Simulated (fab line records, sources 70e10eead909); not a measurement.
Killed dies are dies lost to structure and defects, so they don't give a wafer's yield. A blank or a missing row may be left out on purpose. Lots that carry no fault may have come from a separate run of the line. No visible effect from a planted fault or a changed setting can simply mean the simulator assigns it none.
The tool behind it: which one? ; flow nand-harc ; Sampling: 24 lots, 72 wafers, 4 of 1159 route steps

== WHAT THE GAUGES SHOWED, per wafer ==
NHARC_A_BONDPAD_THK_MEAS_20: measures by xrf. Usual: 169.7 nm for thk-nm, sd 1.2.
lot;measured;on;thk-nm (nm);flag
L075;day 19 06:13;film-metro-02;168.9 168.4 168.5;
L076;day 19 06:54;film-metro-01;168.9 167.7 170.6;
L074;day 19 08:26;film-metro-01;169.2 169.7 170.9;
L078;day 19 08:37;film-metro-01;170.1 170.2 169.7;
L077;day 19 08:50;film-metro-01;171.3 172.4 170.0;
L079;day 19 11:35;film-metro-02;168.5 169.0 168.9;
L081;day 20 04:28;film-metro-02;169.3 170.0 171.4;
L080;day 20 09:35;film-metro-02;170.2 168.5 169.0;
L083;day 20 15:14;film-metro-01;171.4 169.0 170.2;
L082;day 21 05:55;film-metro-01;167.8 170.7 168.3;
L084;day 21 18:27;film-metro-01;168.7 171.1 168.8;
L087;day 21 18:59;film-metro-01;168.6 167.5 169.5;
L088;day 21 21:42;film-metro-02;169.6 169.3 173.0;
L086;day 22 08:47;film-metro-01;170.9 171.4 171.6;
L091;day 22 17:04;film-metro-01;168.9 171.6 170.6;
L085;day 22 19:19;film-metro-02;169.8 169.9 168.9;
L089;day 22 22:17;film-metro-01;173.2 171.2 173.0;
L090;day 22 22:25;film-metro-01;170.4 169.3 169.3;
L093;day 22 22:54;film-metro-01;172.3 169.0 169.0;
L092;day 22 23:22;film-metro-01;168.2 168.5 167.5;
L094;day 23 04:34;film-metro-02;169.3 172.1 169.1;
L097;day 23 09:39;film-metro-02;168.7 170.2 169.0;
L095;day 23 10:07;film-metro-01;168.9 171.7 171.3;
L096;day 23 17:09;film-metro-02;167.5 169.1 169.5;

NHARC_THIN_TSV_CD_MEAS_16. Usual: 1000.2 nm for cd-nm, sd 1.6.
lot;measured;on;cd-nm (nm);flag
L075;day 19 21:25;cd-sem-01;1001.1 998.7 1000.3;
L076;day 19 20:04;cd-sem-02;997.6 998.9 999.6;
L074;day 19 23:48;cd-sem-03;1001.9 1000.2 1000.0;
L078;day 20 02:43;cd-sem-01;1001.1 1000.4 1000.3;
L077;day 20 01:31;cd-sem-03;999.2 1000.0 998.3;
L079;day 20 04:05;cd-sem-02;999.7 999.8 1000.4;
L081;day 20 18:09;cd-sem-03;999.6 1000.5 1000.2;
L080;day 21 02:04;cd-sem-02;1001.7 1002.5 1000.8;
L083;day 21 03:09;cd-sem-01;998.0 999.0 997.9;
L082;day 21 22:04;cd-sem-03;1001.7 1000.4 998.6;
L084;day 22 12:43;cd-sem-01;1001.0 1001.2 1001.5;
L087;day 22 15:12;cd-sem-02;998.3 997.9 998.7;
L088;day 22 14:05;cd-sem-03;1000.2 999.4 1001.8;
L086;day 23 00:35;cd-sem-02;1001.1 1001.4 1000.8;
L091;day 23 07:52;cd-sem-01;997.6 997.6 999.5;
L085;day 23 09:04;cd-sem-01;1001.1 1002.2 1002.1;
L089;day 23 11:56;cd-sem-01;999.7 1000.8 999.3;
L090;day 23 13:17;cd-sem-03;997.5 998.5 997.6;
L093;day 23 14:28;cd-sem-02;1002.4 1000.1 1002.2;
L092;day 23 15:40;cd-sem-03;1001.7 1003.8 1002.0;
L094;day 23 18:14;cd-sem-02;1003.3 1003.2 1003.0;
L097;day 24 00:42;cd-sem-02;999.4 999.7 999.4;
L095;day 24 01:45;cd-sem-03;999.0 1000.2 999.2;
L096;day 24 06:46;cd-sem-03;1003.7 1002.1 1000.4;

== WHAT TOOL EACH LOT RAN ON (gives the tool, then ch and the chambers of the sampled wafers, and finally the start) ==
lot;NHARC_A_BONDPAD_ETCH_12;NHARC_THIN_TSV_CMP_01
L075;rie-diel-04 ch 0,1,3, day 19 06:13 or earlier;cmp-04 ch 0,2,3, day 19 19:09
L076;rie-diel-04 ch 1,2,3, day 19 06:54 or earlier;cmp-04 ch 0,2,3, day 19 17:56
L074;rie-diel-04 ch 0,2, day 19 08:26 or earlier;cmp-04 ch 0,3, day 19 21:32
L078;rie-diel-05 ch 1,2, day 19 08:37 or earlier;cmp-03 ch 0,3, day 20 00:26
L077;rie-diel-04 ch 1,2,3, day 19 08:50 or earlier;cmp-01 ch 0,3, day 19 23:14
L079;rie-diel-05 ch 0,1,3, day 19 11:35 or earlier;cmp-01 ch 0,1,3, day 20 01:38
L081;rie-diel-04 ch 1,3, day 20 04:28 or earlier;cmp-03 ch 0,1,3, day 20 15:48
L080;rie-diel-04 ch 0,3, day 20 09:35 or earlier;cmp-04 ch 0,1,3, day 20 23:32
L083;rie-diel-05 ch 2,3, day 20 15:14 or earlier;cmp-04 ch 0,1,2, day 21 00:44
L082;rie-diel-13 ch 0,1,2, day 21 05:55 or earlier;cmp-03 ch 0,1,3, day 21 19:47
L084;rie-diel-05 ch 0,3, day 21 18:27 or earlier;cmp-01 ch 0,1, day 22 10:26
L087;rie-diel-04 ch 1,2, day 21 18:59 or earlier;cmp-03 ch 0,1, day 22 12:49
L088;rie-diel-04 ch 0,3, day 21 21:42 or earlier;cmp-03 ch 1,3, day 22 11:37
L086;rie-diel-04 ch 0,1,2, day 22 08:47 or earlier;cmp-04 ch 0,1,3, day 22 22:09
L091;rie-diel-13 ch 1,2, day 22 17:04 or earlier;cmp-04 ch 0,2,3, day 23 05:40
L085;rie-diel-13 ch 1,3, day 22 19:19 or earlier;cmp-04 ch 0,1,2, day 23 06:47
L089;rie-diel-04 ch 0,1,3, day 22 22:17 or earlier;cmp-04 ch 0,1,2, day 23 09:47
L090;rie-diel-13 ch 0,1,3, day 22 22:25 or earlier;cmp-03 ch 1,2,3, day 23 11:00
L093;rie-diel-04 ch 0,2,3, day 22 22:54 or earlier;cmp-04 ch 0,2,3, day 23 12:11
L092;rie-diel-04 ch 0,2,3, day 22 23:22 or earlier;cmp-01 ch 1,2,3, day 23 13:23
L094;rie-diel-05 ch 1,3, day 23 04:34 or earlier;cmp-01 ch 1,2,3, day 23 15:58
L097;rie-diel-04 ch 0,2,3, day 23 09:39 or earlier;cmp-01 ch 0,1,3, day 23 22:26
L095;rie-diel-04 ch 0,2,3, day 23 10:07 or earlier;cmp-01 ch 0,2,3, day 23 23:36
L096;rie-diel-04 ch 0,1,3, day 23 17:09 or earlier;cmp-03 ch 0,1,2, day 24 04:32
- NHARC_A_BONDPAD_ETCH_12: etches the open film in CHF3/O2, target depth 220 nm, time 110 s.
- NHARC_THIN_TSV_CMP_01: polishes.

== AS READ BY THE TOOLS THEMSELVES (means over the sampled wafers that have a number; for cases with no such wafer, the mark the record gives instead) ==
NHARC_A_BONDPAD_ETCH_12. Usual: for bias-w, 199.9 W with a standard deviation of 0.56; for chamber-pressure-mTorr, 25.001 mTorr with a standard deviation of 0.026; for drypump-motor-current-A, 5.7 A with a standard deviation of 0.59; for oes-product-au, 0.942 a.u. with a standard deviation of 0.02; for rf-vpp-V, 370.8 V with a standard deviation of 1.8; for showerhead-plenum-p-Torr, 2.41 Torr with a standard deviation of 0.074; for throttle-valve-pct, 20.572 % with a standard deviation of 0.01.
lot;tool;bias-w (W);chamber-pressure-mTorr (mTorr);drypump-motor-current-A (A);oes-product-au (a.u.);rf-vpp-V (V);showerhead-plenum-p-Torr (Torr);throttle-valve-pct (%);flag
L075;rie-diel-04;199.9;25.021;5.6;0.928;370.5;2.41;20.576;
L076;rie-diel-04;200.0;24.989;5.8;0.966;371.3;2.44;20.565;
L074;rie-diel-04;200.3;25.004;6.2;0.965;371.5;2.43;20.574;
L078;rie-diel-05;199.7;25.002;5.6;0.923;369.8;2.33;20.577;
L077;rie-diel-04;200.0;24.953;5.8;0.960;370.7;2.44;20.562;
L079;rie-diel-05;199.6;25.006;5.6;0.920;369.5;2.34;20.563;
L081;rie-diel-04;199.7;25.025;5.3;0.916;371.5;2.41;20.573;
L080;rie-diel-04;200.0;25.019;5.7;0.970;371.0;2.41;20.575;
L083;rie-diel-05;200.1;25.007;4.9;0.926;369.4;2.38;20.569;
L082;rie-diel-13;200.1;24.978;6.1;0.956;371.2;2.40;20.572;
L084;rie-diel-05;200.5;24.988;5.3;0.921;369.7;2.36;20.569;
L087;rie-diel-04;200.1;24.992;5.6;0.951;371.6;2.43;20.567;
L088;rie-diel-04;199.6;24.981;5.9;0.927;370.6;2.41;20.574;
L086;rie-diel-04;199.7;24.979;5.9;0.968;371.1;2.43;20.581;
L091;rie-diel-13;200.1;25.017;6.3;0.934;370.4;2.41;20.577;
L085;rie-diel-13;200.0;25.025;5.7;0.923;374.3;2.59;20.574;
L089;rie-diel-04;199.8;25.006;5.6;0.926;370.2;2.41;20.570;
L090;rie-diel-13;200.3;24.997;5.7;0.938;372.6;2.49;20.583;
L093;rie-diel-04;199.9;25.012;6.1;0.938;370.9;2.43;20.568;
L092;rie-diel-04;200.2;24.995;6.1;0.972;370.9;2.43;20.583;
L094;rie-diel-05;199.6;24.999;5.7;0.961;368.4;2.32;20.573;
L097;rie-diel-04;199.4;25.030;6.1;0.927;371.3;2.43;20.575;
L095;rie-diel-04;199.9;24.996;6.1;0.947;371.1;2.43;20.562;
L096;rie-diel-04;200.0;25.007;5.6;0.924;370.9;2.41;20.571;

NHARC_THIN_TSV_CMP_01. Usual: 12.4 A for motor-current-A, sd 1.1.
lot;tool;motor-current-A (A);flag
L075;cmp-04;11.5;
L076;cmp-04;11.7;
L074;cmp-04;11.3;
L078;cmp-03;13.6;
L077;cmp-01;11.8;
L079;cmp-01;12.3;
L081;cmp-03;13.4;
L080;cmp-04;12.1;
L083;cmp-04;11.4;
L082;cmp-03;13.2;
L084;cmp-01;13.0;
L087;cmp-03;13.4;
L088;cmp-03;12.8;
L086;cmp-04;11.7;
L091;cmp-04;11.9;
L085;cmp-04;11.7;
L089;cmp-04;11.6;
L090;cmp-03;12.9;
L093;cmp-04;11.5;
L092;cmp-01;13.2;
L094;cmp-01;13.4;
L097;cmp-01;12.1;
L095;cmp-01;12.5;
L096;cmp-03;13.6;

== THE ANSWER, worked out from the rows above alone ==
Rule: lot off if the mean of its wafers having a number is beyond 3 standard deviations from the usual mean. A lot without any number at a reading at which 4 lots or more have one is off too. The other lots that the step has rows for count as sound. Order of review: gauges by route order, followed by the tools' own readings, for which a lot's mean as printed above is used. The first step at which some lot is off is used, and at that step the reading that is off furthest; a lot without a number counts as furthest.
Across all readings shown, no lot is off: no conclusion can be drawn from this.

== WHAT HAD BEEN PUT IN BY THE SIMULATOR ==
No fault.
